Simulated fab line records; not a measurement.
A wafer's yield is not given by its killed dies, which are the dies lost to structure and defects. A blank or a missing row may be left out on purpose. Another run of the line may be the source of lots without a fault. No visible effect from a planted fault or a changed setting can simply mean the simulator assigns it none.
fab line records	flow n5Finfet
record: lots: 6	wafers: 18	lastDay: 18
route steps=1938 shown BEOL_M7@1320 BEOL_M8@1332 PASSIVATION@1936
lots that met no fault: from a run of the same line without faults
startH: the number of hours between the record's first day and the start of the first shown wafer of the lot	waitH: time in hours since the lot's previous step	" as in the row above	L1.1+2: one row covering several wafers at once	- value missing, or start not given	* or withheld: withheld	< > ~ a bound
route shown NAME@n: names a module that has steps shown in the file, with the first one's number in the route	usual: mean/standard deviation of fault-free wafers	same: alike in all rows	chamber/n: place in a boat	sites: readings site by site	_std_site: the values' standard deviation	_edge_site: outer sites' mean less inner sites'	radiusMm: how far each site lies from the wafer's centre	mask NAME#n: copy n	behind: the most recent tool/chamber to have shaped the wafer	hold: what put the lot on hold/how long, in hours/how the hold closed	device: names the non-switching transistor (n, p or np)	end of line: the route-end tests of the same wafers	a step with no rows: only its recipe	killed: at the first sort, the dies lost to defects and structure; wafer yield is something else	map: per-die view of a wafer (x killed, . not killed, _ where there is no die)
set.NAME: the setting as run; set.NAME@STEP: as run at that earlier step	model.NAME: the simulator's own value behind a step, which no gauge read
lots at some steps of the route; a table a step, a row a wafer
services: when a tool's chamber went out of use (startH, in hours from the record's first day, below 0 if earlier), for how many hours, and the reason
== steps ==
step: N5_BEOL_M7_ALD_77
recipe: material: TaN	targetThkA: 20	tempC: 275	aldPrecursorFamily: PDMAT	aldCoReactant: NH3	pressureTorr: 3	carrierFlowSccm: 1500	pulseTimeS: 2	purgeTimeS: 3	coReactantPurgeTimeS: 2	coReactantPulseTimeS: 3	aldCycles: 40	precursorVesselTempC: 75	precursorVesselPressureTorr: 26.25	precursorVesselCarrierSccm: 1000
step: N5_BEOL_M7_SURFACE_TREAT_79
recipe: gas: Ar	timeS: *	ionEnergyEv: *	ionCurrentMaCm2: 0.5	pressureMtorr: *	arFlowSccm: 30
usual: pressureMtorr: *	throttleValvePct: *
lot.wafer	tool	chamber	startH	waitH	pressureMtorr	throttleValvePct
L703.2	pvdSputter-02	-	230.01	0.2	*	*
L703.3	"	-	"	"	*	*
L703.6	"	-	"	"	*	*
L705.2	pvdSputter-03	-	235.35	0.5	*	*
L705.4	"	-	"	"	*	*
L705.6	"	-	"	"	*	*
L711.4	pvdSputter-02	-	273.31	1.1	*	*
L711.5	"	-	"	"	*	*
L711.6	"	-	"	"	*	*
L718.2	pvdSputter-03	-	315.72	0.3	*	*
L718.3	"	-	"	"	*	*
L718.5	"	-	"	"	*	*
L720.1	pvdSputter-02	-	332.42	0.2	*	*
L720.5	"	-	"	"	*	*
L720.6	"	-	"	"	*	*
L722.1	pvdSputter-03	-	343.43	0.2	*	*
L722.5	"	-	"	"	*	*
L722.6	"	-	"	"	*	*
step: N5_BEOL_M7_CVD_78
recipe: material: Co	targetThkA: 20	tempC: withheld	precursor: CCTBA/H2	pressureTorr: 30	timeS: 142.3
step: N5_BEOL_M7_SPUTTER_48
recipe: material: Cu	targetThkA: 100	tempC: -20	biasV: 60	powerW: 26000	chamberPressurePa: 0.13	timeS: 1.667
step: N5_BEOL_M7_ECD_50
recipe: material: Cu	targetThkA: 3000
step: N5_BEOL_M7_ANNEAL_51
recipe: tempC: 225	timeS: 90	ambient: N2
usual: annealTempC: 225.02/0.18	wafer_temp_C_max: 226.24/0.26
lot.wafer	tool	chamber	startH	waitH	annealTempC	wafer_temp_C_max
L703.2	rtpAnneal-01	0	230.84	0.3	224.96	226.24
L703.3	"	0	"	"	225.14	226.37
L703.6	"	0	"	"	225.16	226.72
L705.2	rtpAnneal-02	0	236.49	0.8	224.93	226.08
L705.4	"	0	"	"	225.03	226.04
L705.6	"	0	"	"	224.83	226.12
L711.4	rtpAnneal-01	0	273.96	0.2	225.16	226.48
L711.5	"	0	"	"	225.27	226.33
L711.6	"	0	"	"	225.30	226.14
L718.2	rtpAnneal-02	0	316.58	0.5	224.97	226.48
L718.3	"	0	"	"	225.13	226.14
L718.5	"	0	"	"	225.36	226.26
L720.1	rtpAnneal-01	0	333.19	0.4	225.01	226.21
L720.5	"	0	"	"	225.10	225.81
L720.6	"	0	"	"	224.99	225.97
L722.1	rtpAnneal-01	0	343.89	0.1	224.98	226.06
L722.5	"	0	"	"	225.30	226.38
L722.6	"	0	"	"	225.08	226.18
step: N5_BEOL_M7_CMP_52
recipe: stopOn: SiCOH_lowk	tOverpolishS: 6.9	downForcePsi: 1	platenRpm: 50	clearingPlatenDownForcePsi: 1.5	clearingPlatenRpm: 50	postCmpClean: cuAlkaline	targetThkNm: 80	clearingPlatenPadVelocityMS: 0.99484	padVelocityMS: 0.99484
usual: barrierFieldEndpointS: 29.0/0.69	headPressurePsi: 0.9999/0.0022	motorCurrentA: 6.1/0.59	overpolishRunS: 6.900/0.0094	timeToEndpointS: 64/3.1
lot.wafer	tool	chamber	startH	waitH	barrierFieldEndpointS	headPressurePsi	motorCurrentA	overpolishRunS	timeToEndpointS
L703.3	cmp-04	1	231.34	0.4	28.6	1.0048	6.0	6.899	59
L703.2	"	2	"	"	27.5	1.0048	5.9	6.899	61
L703.6	"	0	"	"	29.0	1.0020	5.7	6.903	60
L705.4	cmp-03	2	236.74	0.1	30.3	1.0002	5.7	6.910	67
L705.2	"	1	"	"	29.9	0.9971	6.5	6.892	69
L705.6	"	2	"	"	30.4	1.0002	5.2	6.900	70
L711.4	cmp-03	3	274.12	0.1	29.3	0.9986	6.9	6.900	59
L711.6	"	3	"	"	29.3	0.9999	6.7	6.903	63
L711.5	"	0	"	"	29.8	1.0005	6.4	6.906	64
L718.2	cmp-04	1	316.91	0.3	28.8	0.9994	6.0	6.884	62
L718.3	"	2	"	"	28.1	1.0024	6.6	6.914	63
L718.5	"	0	"	"	28.5	1.0021	6.0	6.905	62
L720.1	cmp-02	3	333.52	0.3	29.2	1.0018	6.7	6.873	69
L720.6	"	2	"	"	28.9	0.9978	7.4	6.903	67
L720.5	"	3	"	"	29.9	0.9988	6.5	6.912	67
L722.1	cmp-03	0	344.18	0.3	28.6	0.9993	6.0	6.890	61
L722.5	"	0	"	"	29.5	0.9989	6.0	6.909	63
L722.6	"	1	"	"	29.1	0.9972	6.1	6.922	63
step: N5_BEOL_M7_THK_MEAS_53
recipe: thkMeasGauge: xrf	reads: Cu_of_BEOL_M7_ECD_50
usual: M7_THK: 79.7/1.8
lot.wafer	tool	chamber	startH	waitH	M7_THK[nm]
L703.2	filmMetro-02	-	231.60	-	78.9
L703.3	"	-	"	"	76.9
L703.6	"	-	"	"	77.6
L705.2	filmMetro-02	-	237.04	-	79.8
L705.4	"	-	"	"	79.7
L705.6	"	-	"	"	79.6
L711.4	filmMetro-02	-	274.42	-	80.9
L711.5	"	-	"	"	83.0
L711.6	"	-	"	"	79.7
L718.2	filmMetro-02	-	317.13	-	79.3
L718.3	"	-	"	"	82.4
L718.5	"	-	"	"	81.3
L720.1	filmMetro-01	-	333.78	-	81.2
L720.5	"	-	"	"	81.2
L720.6	"	-	"	"	81.8
L722.1	filmMetro-02	-	344.48	-	77.6
L722.5	"	-	"	"	79.1
L722.6	"	-	"	"	80.2
step: N5_BEOL_M7_PRE_CLEAN_55
recipe: gas: NH3	timeS: 15	tempC: withheld	rfPowerW: 300
step: N5_BEOL_M7_DEP_56
recipe: material: SiCN	targetThkA: 100	tempC: withheld	precursor: 3MS/NH3	pressureTorr: 3	rfW: 202	timeS: 17.5
usual: showerheadPlenumPTorr: 3.667/0.0061	throttleValvePct: 9.2/0.63
lot.wafer	tool	chamber	startH	waitH	showerheadPlenumPTorr	throttleValvePct
L703.2	pecvd-02	1	231.66	0.0	3.667	9.0
L703.3	"	2	"	"	3.663	8.3
L703.6	"	0	"	"	3.674	8.9
L705.2	pecvd-02	1	237.10	0.0	3.661	9.2
L705.4	"	2	"	"	3.676	8.1
L705.6	"	0	"	"	3.667	8.6
L711.4	pecvd-03	2	274.50	0.0	3.676	9.1
L711.5	"	0	"	"	3.673	10.0
L711.6	"	1	"	"	3.665	10.2
L718.2	pecvd-01	2	317.19	0.0	3.669	8.0
L718.3	"	0	"	"	3.669	9.6
L718.5	"	0	"	"	3.675	10.0
L720.1	pecvd-01	2	333.84	0.0	3.672	7.9
L720.5	"	0	"	"	3.669	9.7
L720.6	"	1	"	"	3.662	9.1
L722.1	pecvd-03	0	344.54	0.0	3.665	9.8
L722.5	"	1	"	"	3.668	10.0
L722.6	"	2	"	"	3.659	9.2
step: N5_BEOL_M7_RS_MEAS_57
recipe: thkMeasGauge: four-point-probe	reads: Cu_of_BEOL_M7_ECD_50+Co_of_BEOL_M7_CVD_78+TaN_of_BEOL_M7_ALD_77
usual: M7_RS: 0.282/0.0069
lot.wafer	tool	chamber	startH	waitH	M7_RS[ohm/sq]
L703.2	filmMetro-02	-	231.73	0.1	0.286
L703.3	"	-	"	"	0.293
L703.6	"	-	"	"	0.292
L705.2	filmMetro-02	-	237.17	0.1	0.284
L705.4	"	-	"	"	0.283
L705.6	"	-	"	"	0.285
L711.4	filmMetro-01	-	274.55	0.0	0.280
L711.5	"	-	"	"	0.272
L711.6	"	-	"	"	0.286
L718.2	filmMetro-01	-	317.26	0.1	0.283
L718.3	"	-	"	"	0.270
L718.5	"	-	"	"	0.276
L720.1	filmMetro-02	-	333.91	0.1	0.275
L720.5	"	-	"	"	0.276
L720.6	"	-	"	"	0.273
L722.1	filmMetro-02	-	344.61	0.1	0.291
L722.5	"	-	"	"	0.285
L722.6	"	-	"	"	0.281
step: N5_BEOL_M7_INSPECT_58
recipe: inspectInstrument: darkfield	mode: postDep
usual: rawDefectCount: 66/23
lot.wafer	tool	chamber	startH	waitH	rawDefectCount
L703.2	defectInspect-02	-	231.76	0.0	68
L703.3	"	-	"	"	47
L703.6	"	-	"	"	70
L705.2	defectInspect-02	-	237.20	0.0	54
L705.4	"	-	"	"	68
L705.6	"	-	"	"	66
L711.4	defectInspect-01	-	274.57	0.0	43
L711.5	"	-	"	"	47
L711.6	"	-	"	"	73
L718.2	defectInspect-02	-	317.29	0.0	61
L718.3	"	-	"	"	61
L718.5	"	-	"	"	58
L720.1	defectInspect-02	-	333.94	0.0	54
L720.5	"	-	"	"	100
L720.6	"	-	"	"	58
L722.1	defectInspect-02	-	344.63	0.0	39
L722.5	"	-	"	"	50
L722.6	"	-	"	"	94
step: N5_BEOL_M8_ILD_DEP_00
recipe: material: SiCOH_lowk	targetThkA: 1797.5	tempC: 300	precursor: DEMS/porogen	pressureTorr: 5	rfW: 500	timeS: 33.4
usual: heaterPowerW: 344/74	showerheadPlenumPTorr: 5.741/0.013	throttleValvePct: 13.4/0.78
lot.wafer	tool	chamber	startH	waitH	heaterPowerW	showerheadPlenumPTorr	throttleValvePct
L703.2	pecvd-02	1	231.79	0.0	352	5.729	13.7
L703.3	"	0	"	"	306	5.771	13.7
L703.6	"	1	"	"	345	5.744	14.2
L705.2	pecvd-02	1	237.23	0.0	389	5.722	14.1
L705.4	"	1	"	"	392	5.737	13.7
L705.6	"	2	"	"	209	5.739	12.6
L711.4	pecvd-01	1	274.63	0.1	215	5.744	14.5
L711.5	"	0	"	"	320	5.751	15.0
L711.6	"	2	"	"	281	5.760	12.4
L718.2	pecvd-04	0	317.32	0.0	348	5.753	12.7
L718.3	"	2	"	"	386	5.738	12.9
L718.5	"	0	"	"	359	5.757	12.9
L720.1	pecvd-04	2	333.97	0.0	353	5.735	12.8
L720.5	"	1	"	"	445	5.722	13.5
L720.6	"	2	"	"	359	5.736	13.0
L722.1	pecvd-04	0	344.67	0.0	386	5.754	13.0
L722.5	"	1	"	"	433	5.730	13.3
L722.6	"	0	"	"	392	5.750	12.9
step: N5_BEOL_M8_CURE_74
recipe: tempC: 385	timeS: 240	ambient: He/Ar	material: SiCOH_lowk
usual: lampPowerPct: 52.31/0.055	wafer_temp_C_max: 386.5/0.52
lot.wafer	tool	chamber	startH	waitH	lampPowerPct	wafer_temp_C_max
L703.2	uvCure-01	0	232.02	0.2	52.35	387.1
L703.3	"	0	"	"	52.32	387.1
L703.6	"	0	"	"	52.31	387.3
L705.2	uvCure-01	2	237.46	0.2	52.22	386.1
L705.4	"	2	"	"	52.27	386.4
L705.6	"	2	"	"	52.32	386.2
L711.4	uvCure-02	2	274.91	0.3	52.30	386.2
L711.5	"	2	"	"	52.28	386.8
L711.6	"	2	"	"	52.33	386.8
L718.2	uvCure-02	2	317.55	0.2	52.28	385.3
L718.3	"	2	"	"	52.42	386.1
L718.5	"	2	"	"	52.34	386.2
L720.1	uvCure-03	2	334.32	0.3	52.26	385.8
L720.5	"	2	"	"	52.22	386.0
L720.6	"	2	"	"	52.39	385.9
L722.1	uvCure-02	2	344.74	0.0	52.22	386.1
L722.5	"	2	"	"	52.31	386.4
L722.6	"	2	"	"	52.28	386.2
step: N5_BEOL_M8_THK_MEAS_01
recipe: reads: SiCOH_lowk_of_BEOL_M8_ILD_DEP_00
usual: M8_ILD_THK: 154.4/1.8
lot.wafer	tool	chamber	startH	waitH	M8_ILD_THK[nm]
L703.2	filmMetro-02	-	232.85	0.7	154.9
L703.3	"	-	"	"	152.3
L703.6	"	-	"	"	154.2
L705.2	filmMetro-02	-	238.29	0.7	154.3
L705.4	"	-	"	"	155.9
L705.6	"	-	"	"	153.7
L711.4	filmMetro-02	-	275.19	0.2	155.5
L711.5	"	-	"	"	152.4
L711.6	"	-	"	"	155.1
L718.2	filmMetro-01	-	318.38	0.7	154.2
L718.3	"	-	"	"	155.1
L718.5	"	-	"	"	157.9
L720.1	filmMetro-01	-	334.83	0.4	155.8
L720.5	"	-	"	"	156.9
L720.6	"	-	"	"	157.6
L722.1	filmMetro-02	-	345.73	0.8	155.8
L722.5	"	-	"	"	156.0
L722.6	"	-	"	"	157.5
step: N5_BEOL_M8_PECVD_70
recipe: material: SiO2	targetThkA: 200	tempC: 400	precursor: TEOS/O2	pressureTorr: 5.5	rfW: 450	teosFlowSccm: 53.8	gas: O2	flowSccm: 3000	timeS: 22.7
step: N5_BEOL_M8_HM_DEP_02
recipe: material: TiN	targetThkA: 200	tempC: 25	chamberPressurePa: 0.49996
step: N5_BEOL_M8_COAT_59
recipe: resist: SOC	tempC: 250	timeS: 60	spinRpm: 1500	resistThkNm: 100
step: N5_BEOL_M8_COAT_60
recipe: resist: SiARC	tempC: 220	timeS: 60	spinRpm: 1500	resistThkNm: 35
step: N5_BEOL_M8_COAT_05
recipe: resist: CAR-ArF	spinRpm: 1500	resistThkNm: 90
step: N5_BEOL_M8_EBR_07
recipe: solvent: PGMEA	ebrWidthMm: 1.5
step: N5_BEOL_M8_SOFTBAKE_06
recipe: tempC: 110	timeS: 60	resist: CAR-ArF
step: N5_BEOL_M8_EXPOSE_08
recipe: maskId: M8	na: 1.35	sourceShape: dipole	sigmaInner: 0.817	sigmaOuter: 0.97	polarization: te	doseMj: 68.25
step: N5_BEOL_M8_PEB_09
recipe: pebTempC: withheld	pebTimeS: 60	resist: CAR-ArF
step: N5_BEOL_M8_DEVELOP_10
recipe: developTimeS: 30	developer: TMAH	resist: CAR-ArF	rinseLiquid: diw	dry: airSpin	devTempC: 23
step: N5_BEOL_M8_CD_MEAS_11
recipe: targetCdNm: 38.5	landingEnergyEv: 500	detector: seInlens	polarity: opening
usual: cdNm: 38.4/0.38
lot.wafer	tool	chamber	startH	waitH	cdNm
L703.2	cdSem-01	0	234.37	-	38.7
L703.3	"	0	"	"	39.0
L703.6	"	0	"	"	38.7
L705.2	cdSem-02	0	238.89	-	38.7
L705.4	"	0	"	"	38.4
L705.6	"	0	"	"	37.9
L711.4	cdSem-01	0	279.08	-	39.0
L711.5	"	0	"	"	38.7
L711.6	"	0	"	"	38.9
L718.2	cdSem-03	0	319.70	-	38.7
L718.3	"	0	"	"	38.5
L718.5	"	0	"	"	38.4
L720.1	cdSem-02	0	337.19	-	37.6
L720.5	"	0	"	"	38.0
L720.6	"	0	"	"	37.8
L722.1	cdSem-03	0	347.79	-	37.9
L722.5	"	0	"	"	37.8
L722.6	"	0	"	"	38.3
step: N5_BEOL_M8_OVL_MEAS_12
recipe: pointsPerWafer: 44
usual: M8_OVL: 0.1/0.87
same: pointsPerWafer: 44
lot.wafer	tool	chamber	startH	waitH	M8_OVL[nm]
L703.2	overlay-02	0	234.40	0.0	1.0
L703.3	"	0	"	"	0.5
L703.6	"	0	"	"	0.2
L705.2	overlay-02	0	238.92	0.0	-0.2
L705.4	"	0	"	"	1.0
L705.6	"	0	"	"	-0.2
L711.4	overlay-02	0	279.10	0.0	-1.3
L711.5	"	0	"	"	-0.4
L711.6	"	0	"	"	-0.5
L718.2	overlay-02	0	319.72	0.0	0.1
L718.3	"	0	"	"	1.8
L718.5	"	0	"	"	2.4
L720.1	overlay-02	0	337.22	0.0	-0.2
L720.5	"	0	"	"	0.3
L720.6	"	0	"	"	-1.2
L722.1	overlay-02	0	347.82	0.0	-0.2
L722.5	"	0	"	"	-0.3
L722.6	"	0	"	"	-0.3
step: N5_BEOL_M8_INSPECT_13
recipe: mode: adi	inspectInstrument: brightfield
usual: rawDefectCount: 408/99
lot.wafer	tool	chamber	startH	waitH	rawDefectCount
L703.2	defectInspect-01	-	234.43	0.0	633
L703.3	"	-	"	"	550
L703.6	"	-	"	"	518
L705.2	defectInspect-02	-	238.95	0.0	280
L705.4	"	-	"	"	381
L705.6	"	-	"	"	392
L711.4	defectInspect-02	-	279.13	0.0	491
L711.5	"	-	"	"	437
L711.6	"	-	"	"	616
L718.2	defectInspect-01	-	319.75	0.0	362
L718.3	"	-	"	"	344
L718.5	"	-	"	"	237
L720.1	defectInspect-02	-	337.24	0.0	1506
L720.5	"	-	"	"	1611
L720.6	"	-	"	"	1668
L722.1	defectInspect-01	-	347.84	0.0	1606
L722.5	"	-	"	"	1379
L722.6	"	-	"	"	1693
step: N5_BEOL_M8_DESCUM_16
recipe: chemistry: O2	timeS: 7.9	sourcePowerW: 50	biasPowerW: 20	pressureMtorr: 20	rfFrequencyHz: 2.712e+07	tempC: 40	resist: CAR-ArF	o2FlowSccm: 225
step: N5_PASSIVATION_PROBE_49
usual: defectLimitedYield: 91.7/1.5	killed_at_M0_to_M3: 30/8.6	killed_at_M4_up: 12/4.5	killedAtContacts: 13/5.8	killedAtFrontEnd: 38/11	killedAtOther: 4/3	killedDies: 97/17	killedOpen: 63/12	killedShort: 32/8.8	sort_bin_5_function: 4.8/0.91	sort_bin_6_memory: 3.1/0.68	sortNPass: 1083/17	sortYieldPct: 91.7/1.5
same: grossDies: 1180	killedAtBackSide: 0	sort_bin_4_leakage[%]: 0	sort_bin_8_speed[%]: 0
lot.wafer	tool	chamber	startH	waitH	defectLimitedYield[%]	killed_at_M0_to_M3	killed_at_M4_up	killedAtContacts	killedAtFrontEnd	killedAtOther	killedDies	killedOpen	killedShort	sort_bin_5_function[%]	sort_bin_6_memory[%]	sortNPass	sortYieldPct[%]
L720.1	prober-02	-	417.78	0.0	79.0	31	159	8	49	1	248	64	34	13.5	4.2	932	79.0
L720.5	prober-02	-	417.98	0.2	80.2	21	157	11	42	3	234	56	41	11.3	4.7	946	80.2
L720.6	prober-02	-	418.03	0.3	79.7	17	164	12	42	5	240	64	27	12.2	4.4	940	79.7
L722.1	prober-02	-	421.81	0.0	84.9	36	98	19	23	2	178	54	30	9.2	3.1	1002	84.9
L722.5	prober-02	-	422.01	0.2	80.8	30	141	28	21	6	226	52	36	11.4	4.5	954	80.8
L722.6	prober-02	-	422.06	0.3	84.7	34	97	17	29	3	180	54	30	8.9	2.9	1000	84.7
killed by level:class
L720.1 BEOL_M8:unspecified=148 FIN_SAQP:geometricParticle:short=12 STI_FIN_REVEAL:geometricParticle:open=9 BEOL_M3:geometricParticle:open=9 BEOL_M2:geometricParticle:open=8 MOL_CONTACT_COAG:geometricParticle:open=7 FIN_SAQP:geometricParticle:open=5 DUMMY_GATE:geometricParticle:open=5
L720.5 BEOL_M8:unspecified=135 FIN_SAQP:geometricParticle:short=18 FIN_SAQP:geometricParticle:open=10 MOL_CONTACT_COAG:geometricParticle:open=7 BEOL_M1:geometricParticle:open=7 BEOL_M8:geometricParticle:open=7 BEOL_M4:geometricParticle:open=5 MOL_CONTACT_COAG:geometricParticle:short=4
L720.6 BEOL_M8:unspecified=148 FIN_SAQP:geometricParticle:open=12 MOL_CONTACT_COAG:geometricParticle:open=10 FIN_SAQP:geometricParticle:short=8 STI_FIN_REVEAL:geometricParticle:open=7 DUMMY_GATE:geometricParticle:open=6 BEOL_M4:geometricParticle:open=6 BEOL_M2:geometricParticle:open=6
L722.1 BEOL_M8:unspecified=92 MOL_CONTACT_COAG:geometricParticle:open=14 BEOL_M0_SAQP:geometricParticle:open=11 BEOL_M0_SAQP:geometricParticle:short=10 FIN_SAQP:geometricParticle:open=7 FIN_SAQP:geometricParticle:short=6 BEOL_M2:geometricParticle:open=6 BEOL_M1:geometricParticle:open=5
L722.5 BEOL_M8:unspecified=135 MOL_CONTACT_COAG:geometricParticle:open=23 BEOL_M0_SAQP:geometricParticle:open=7 BEOL_M0_SAQP:geometricParticle:short=7 BEOL_M1:geometricParticle:open=7 GATE_CUT:geometricParticle:short=5 MOL_CONTACT_COAG:geometricParticle:short=5 FIN_SAQP:geometricParticle:short=4
L722.6 BEOL_M8:unspecified=92 MOL_CONTACT_COAG:geometricParticle:open=14 BEOL_M0_SAQP:geometricParticle:short=14 STI_FIN_REVEAL:geometricParticle:open=7 BEOL_M1:geometricParticle:open=7 BEOL_M0_SAQP:geometricParticle:open=5 BEOL_M2:geometricParticle:open=4 STARTING-WAFER:geometricParticle:short=4
map L720.1 (x killed, . not)
_________________.........x..________________
______________..........x......._____________
___________.........x......x...x..x__________
__________.....x........x..........._________
________.............x..............x._______
_______.....x.......x....x......x......______
______......x...xx.............x........_____
_____....................x....x....xx.x..____
____.......xx......x.......x.x......xx....___
___..........x..x..........................__
___........x..x................x.x...x.x...__
__.x....x..........xx..x.x....xx............_
__................x......x...x.xx....x...x.._
_...........x...........x.xxxxxxxxxx.x.......
_..........x.............xx.xxxxxxxxxxx......
_.x............x.....x.....xxxxxxxxxxxxx.x...
_.......x................xxxxxxxxxxxxxxxx.x..
_.......x....x...x..x....xxxxxxxxxxxxxxx..x..
_....................x..x.xxxxxxxxxxxxx.x....
_x.....................x.x.xxxxxxxxxxxxx...x.
_...................x...x.xxxxxxxxxxxxxx..x..
__.x..x.............x...xxxxxxxxxxxx.xxxx..._
__..x..x...x...............xxxxxxxxx.xx....._
___....x...........x.........x..x.xxx...x..__
___...x......................x....x........__
____...............................x......___
_____...x................................____
______...............x....x............._____
_______.................x..............______
________.............x.........x......_______
__________.xx..x.....x.....x.x......_________
___________x..................x....__________
______________........x........._____________
_________________x...x.x.....________________
map L722.5 (x killed, . not)
_________________...x........________________
______________..x...........x..._____________
___________........................__________
__________......x.......x..........._________
________............x...x......x......_______
_______x.....x........x............x...______
______................x......x.........._____
_____...x.x......................x..x..x.____
____.........x.....x................x.....___
___.......................x..........x.....__
___..........x.......................x.....__
__..x.x...............x......x......x......._
__....x......................x.........x...._
_x.x...........x.........x..........x........
_...........x.....x........x.............x...
_.................x..........................
_.......................................xx...
_.....................x........x..x..........
_.....xx......xx......x...........x...x......
_..x.....................x..........x........
_.....x..................x..x..x..x...x......
__x......................x....x..x.........._
__............x.........xx.x.xxxxx.........._
___..................x..xxxxxxxxxxxxx......__
___....x.......x.x..x...xxxxxxxxxxxxx......__
____......x.....x..x...xxxxxxxxxxxxxx.x...___
_____..................xxxxxxxxxxxxxxx...____
______......x.......x..xxxxxxxxxxxxxxxx._____
_______............xxxxxxxxxxxxxxxxx.x.______
________..x........x.....xxxxxxxxxxxx._______
__________..............xxxxxxxxxxxx_________
___________...x......x....xxxxxx.xx__________
______________xx...x..xx...xxxxx_____________
_________________..........xx________________
== services ==
tool	chamber	startH	hours	kind
cmp-02	-	214.46	3.9	repair
uvCure-01	-	216.77	2.1	pm
pecvd-03	-	228.69	2.8	pm
cmp-02	-	229.11	3.4	repair
pecvd-01	0	229.86	2.1	scheduledDown
pecvd-01	-	232.63	14.6	pm
cmp-02	-	233.99	3.5	repair
rtpAnneal-01	-	240.37	4.2	pm
cmp-02	-	245.13	5.6	repair
cmp-03	-	252.05	1.9	repair
pecvd-03	0	253.32	2.1	scheduledDown
pecvd-02	2	260.86	-	calibration
cmp-02	-	262.98	0.3	repair
uvCure-03	-	274.22	11.7	repair
cmp-02	-	275.49	1.8	repair
pecvd-03	1	280.50	2.5	repair
cmp-04	-	292.04	4.0	pm
cmp-04	-	296.04	-	consumableReplace:conditioner
cmp-04	-	296.04	-	consumableReplace:pad
cmp-03	-	308.01	3.7	pm
cmp-03	-	314.98	1.8	repair
pecvd-01	1	337.56	2.1	scheduledDown
cmp-03	-	340.49	1.3	repair
cmp-02	-	341.26	5.8	pm
== key ==
firstSign: step: N5_BEOL_M8_INSPECT_13	reading: rawDefectCount	direction: up	sigmas: 12	usual: 408	struck: 1577
effect: step: N5_PASSIVATION_PROBE_49	reading: killed_at_M4_up	direction: up	sigmas: 28	usual: 12	struck: 136
moreKillsBornAt: N5_BEOL_M8_ILD_DEP_00@pecvd-04: 750
metAt N5_BEOL_M8_ILD_DEP_00
struckWafers L720.1,L720.5,L720.6,L722.1,L722.5,L722.6
onsetBetween 317.32 333.97
alsoFits time
fault: kind: chamberParticleSource	tool: pecvd-04	chamber: -	onsetH: 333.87	steps: N5_BEOL_M8_ILD_DEP_00	ratePerVisitCm2: 1.6606	endH: 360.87
